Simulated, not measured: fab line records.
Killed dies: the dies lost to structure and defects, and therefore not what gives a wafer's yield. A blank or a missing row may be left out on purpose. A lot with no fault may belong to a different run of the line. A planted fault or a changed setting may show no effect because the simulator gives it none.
One fault through the eyes of 3 desks ; flow nandHarc ; each desk has only its own numbers; what lay behind them comes last

## AT THE TOOL OWNER'S DESK: plasmaAsher-01
The tool's own readings at NHARC_P_GATE_STRIP_95 (strips in O2): means of the sampled wafers that have a number, for each lot that ran on this tool. The brackets show how far a lot's mean lies from the usual mean; more than 4 standard deviations puts the lot out of limits, marked OUT.
Columns: A = drypumpMotorCurrentA at NHARC_P_GATE_STRIP_95, usual 5.73 A; B = heaterPowerW at NHARC_P_GATE_STRIP_95, usual 335 W
lot;first seen here;A;B
L483;day 6 12:02;5.60;317
L485;day 6 17:56;5.61;317
L488;day 7 15:09;5.61;319
L489;day 8 02:51;5.53;317
L490;day 8 04:22;5.69;327
L492;day 8 15:37;5.63;323
L496;day 9 13:32;5.53;316
L498;day 10 03:15;5.62;316
This desk's finding: nothing out of limits on any of the 8 lots.

## AT THE METROLOGY DESK
What the gauges read, lot by lot, whatever tool the lot ran on: means of the sampled wafers that have a number. The brackets show how far a lot's mean lies from the usual mean; more than 4 standard deviations puts the lot out of limits, marked OUT.
Columns: A = overlayXNm at NHARC_P_CONTACT_OVL_MEAS_13, usual 0.1 nm; B = overlayYNm at NHARC_P_CONTACT_OVL_MEAS_13, usual 0.2 nm
lot;first seen here;A;B
L483;day 6 15:47;0.3;0.2
L485;day 6 21:34;2.8;1.2
L487;day 7 18:01;0.8;-0.3
L488;day 7 18:55;-0.5;0.8
L489;day 8 06:23;-0.9;1.2
L490;day 8 08:10;0.3;0.6
L492;day 8 19:02;0.4;0.1
L493;day 9 05:40;0.4;-1.8
L496;day 9 17:05;-0.4;-0.0
L498;day 10 07:04;-0.8;0.5
L501;day 11 00:26;1.2;1.8
L502;day 11 14:43;0.1;0.1
This desk's finding: nothing out of limits on any of the 12 lots.

## THE DEFECT DESK
What the inspections along the route counted, lot by lot: means of the sampled wafers that have a number. The brackets show how far a lot's mean lies from the usual mean; more than 4 standard deviations puts the lot out of limits, marked OUT.
Columns: A = rawDefectCount at NHARC_P_GATE_INSPECT_68, usual 218
lot;first seen here;A
L483;day 6 14:04;139
L485;day 6 19:52;274
L487;day 7 16:26;134
L488;day 7 17:02;128
L489;day 8 04:41;236
L490;day 8 06:20;256
L492;day 8 17:27;183
L493;day 9 03:55;241
L496;day 9 15:23;293
L498;day 10 05:09;637 (+4.6) OUT
L501;day 10 22:51;193
L502;day 11 13:00;159
This desk's finding: out of limits on L498; first on L498, day 10 05:09 (rawDefectCount at NHARC_P_GATE_INSPECT_68). In limits: L483, L485, L487, L488, L489, L490, L492, L493, L496, L501, L502.

## TAKEN TOGETHER
The defect desk could have raised an alarm at day 10 05:09, on L498.
The desk of the tool owner found nothing out of limits.
Metrology desk: nothing out of limits seen.
On record at the tool owner's desk: L498, within its limits.
The metrology desk has L498 on record, within its limits.
Every lot named ran NHARC_P_GATE_STRIP_95 on plasmaAsher-01.

## WHAT HAD BEEN PUT IN BY THE SIMULATOR
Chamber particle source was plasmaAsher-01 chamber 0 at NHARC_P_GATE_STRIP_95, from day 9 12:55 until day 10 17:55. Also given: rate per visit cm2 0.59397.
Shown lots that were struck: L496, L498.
Hours from the fault's start to each desk's first reading out of limits: the defect desk, 16.
